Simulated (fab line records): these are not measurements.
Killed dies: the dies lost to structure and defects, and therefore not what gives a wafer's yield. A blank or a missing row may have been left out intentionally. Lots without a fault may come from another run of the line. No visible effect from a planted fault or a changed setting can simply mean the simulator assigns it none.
Matching of chambers -- flow nand-harc -- NHARC_P_CONTACT_CMP_24 on cmp-04: 4 sister chambers
The step polishes, t overpolish 30 s, target thk 200 nm. 4 wafers are shown with their chamber, then 9 later ones without.

WAFERS WITH THEIR CHAMBER
wafer,chamber,motor-current-A (A)
L086.6,1,11.2
L087.4,3,12.1
L091.1,2,11.6
L091.6,0,10.4

WAFERS WITHOUT THEIR CHAMBER
wafer,motor-current-A (A)
L093.1,11.3
L093.2,10.1
L093.4,11.7
L095.1,10.7
L095.5,11.9
L095.6,11.3
L097.3,11.3
L097.5,10.0
L097.6,10.4

WHICH CHAMBER EACH ONE RAN IN
wafer,from the rows above,in truth
L093.1,can't be placed: 1 or 2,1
L093.2,0,0
L093.4,can't be placed: 2 or 3 or 1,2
L095.1,can't be placed: 0 or 1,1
L095.5,can't be placed: 3 or 2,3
L095.6,can't be placed: 1 or 2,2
L097.3,can't be placed: 1 or 2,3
L097.5,0,0
L097.6,0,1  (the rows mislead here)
Correct placement for 2 of the 9. Cannot be placed on the basis of these rows: 6; the candidates contain the true chamber in 5. Placed wrongly: 1.
How it was worked out, from the rows above alone: a wafer's distance from a chamber is the root of the sum, over the readings, of the square of ((its reading less the chamber's mean) divided by the reading's scatter). The wafer belongs to the nearest chamber; if the next one is less than 2 further off, it can't be placed. The mean given for a chamber averages the wafers shown for that chamber. The scatter: root of mean squared gap, hidden wafer to nearest shown wafer, with one shown wafer a chamber.
